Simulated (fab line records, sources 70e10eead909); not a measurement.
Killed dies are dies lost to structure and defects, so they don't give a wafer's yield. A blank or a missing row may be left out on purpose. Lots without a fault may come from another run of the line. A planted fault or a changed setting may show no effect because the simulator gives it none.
Chamber matching | flow nand_harc | NHARC_P_ZERO_WELL_DESCUM_39 on rie_diel-05: 4 sister chambers
The step chemistry O2, time 3 s. 4 wafers are shown with their chamber, then 12 later ones without.

WAFERS WITH THEIR CHAMBER
wafer  | chamber | showerhead_plenum_p_Torr (Torr)
L090.4 | 1       | 1.82
L090.6 | 2       | 2.05
L090.3 | 0       | 1.97
L090.5 | 3       | 1.87

WAFERS WITHOUT THEIR CHAMBER
wafer  | showerhead_plenum_p_Torr (Torr)
L091.1 | 1.82
L091.2 | 2.04
L091.5 | 1.82
L091.3 | 1.97
L091.4 | 1.87
L091.6 | 2.04
L093.1 | 1.86
L093.5 | 1.86
L093.6 | 1.97
L096.1 | 2.04
L096.3 | 1.86
L096.6 | 1.97

WHICH CHAMBER EACH WENT THROUGH
wafer  | from the rows above | in truth
L091.1 | 1                   | 1
L091.2 | 2                   | 2
L091.5 | 1                   | 1
L091.3 | 0                   | 0
L091.4 | 3                   | 3
L091.6 | 2                   | 2
L093.1 | 3                   | 3
L093.5 | 3                   | 3
L093.6 | 0                   | 0
L096.1 | 2                   | 2
L096.3 | 3                   | 3
L096.6 | 0                   | 0
Placed correctly: 12 of 12. Can't be placed from these rows: 0. Placed wrongly: 0.
How it was worked out, from the rows above alone: a wafer's distance from a chamber is the root of the sum, over the readings, of the square of ((its reading less the chamber's mean) divided by the reading's scatter). The wafer belongs to the nearest chamber; if the next one is less than 2 further off, it can't be placed. A chamber's mean is the mean of its shown wafers. The scatter: with one shown wafer a chamber, the root of the mean of the squares of how far each hidden wafer lies from its nearest shown one.
